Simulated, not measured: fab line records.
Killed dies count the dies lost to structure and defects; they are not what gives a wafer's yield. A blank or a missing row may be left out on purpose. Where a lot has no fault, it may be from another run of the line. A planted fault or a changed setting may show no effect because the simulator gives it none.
Chamber matching / flow nand_harc / NHARC_THIN_TSV_DEP_43 on pecvd-02: 3 sister chambers
The step deposits SiO2, target thk 1328.5 nm. 14 wafers are shown with their chamber, then 7 later ones without.

WAFERS WITH THEIR CHAMBER
wafer=L498.1; chamber=0; throttle_valve_pct (%)=16.1
wafer=L498.3; chamber=2; throttle_valve_pct (%)=15.9
wafer=L498.6; chamber=1; throttle_valve_pct (%)=16.4
wafer=L502.1; chamber=1; throttle_valve_pct (%)=16.3
wafer=L502.4; chamber=0; throttle_valve_pct (%)=16.4
wafer=L502.6; chamber=1; throttle_valve_pct (%)=16.6
wafer=L508.1; chamber=2; throttle_valve_pct (%)=16.0
wafer=L508.2; chamber=1; throttle_valve_pct (%)=16.4
wafer=L508.3; chamber=0; throttle_valve_pct (%)=16.0
wafer=L507.1; chamber=0; throttle_valve_pct (%)=16.2
wafer=L507.3; chamber=1; throttle_valve_pct (%)=16.4
wafer=L507.4; chamber=2; throttle_valve_pct (%)=16.1
wafer=L511.2; chamber=2; throttle_valve_pct (%)=16.0
wafer=L511.3; chamber=1; throttle_valve_pct (%)=16.4

SIGNATURES, as means of the wafers listed above
reading=throttle_valve_pct; chamber 0=16.175; chamber 1=16.417; chamber 2=16.000; scatter within a chamber=0.119
Rule: a wafer lies at a distance from a chamber equal to the root of the sum of squares, over the readings, of (its reading less the chamber's mean, divided by the reading's scatter). If the next closest chamber is less than 2 further off than the closest, the wafer can't be placed; otherwise it belongs to the closest. How the scatter is found: for the shown wafers, subtract from each reading the mean of its chamber, square and add these, divide the total by (wafers less chambers), then take the root.

WAFERS WITH NO CHAMBER GIVEN
wafer=L511.6; throttle_valve_pct (%)=15.9
wafer=L519.1; throttle_valve_pct (%)=15.8
wafer=L519.4; throttle_valve_pct (%)=15.8
wafer=L519.6; throttle_valve_pct (%)=15.8
wafer=L517.1; throttle_valve_pct (%)=16.5
wafer=L517.2; throttle_valve_pct (%)=16.0
wafer=L517.5; throttle_valve_pct (%)=15.9

CHAMBER TAKEN BY EACH
wafer=L511.6; from the rows above=can't be placed: 2 or 0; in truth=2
wafer=L519.1; from the rows above=can't be placed: 2 or 0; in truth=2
wafer=L519.4; from the rows above=can't be placed: 2 or 0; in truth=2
wafer=L519.6; from the rows above=can't be placed: 2 or 0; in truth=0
wafer=L517.1; from the rows above=1; in truth=1
wafer=L517.2; from the rows above=can't be placed: 2 or 0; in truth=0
wafer=L517.5; from the rows above=can't be placed: 2 or 0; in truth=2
Correctly placed: 1 of 7. Can't be placed from these rows: 6 (the true chamber is among the candidates in 6). Number placed wrongly: 0.
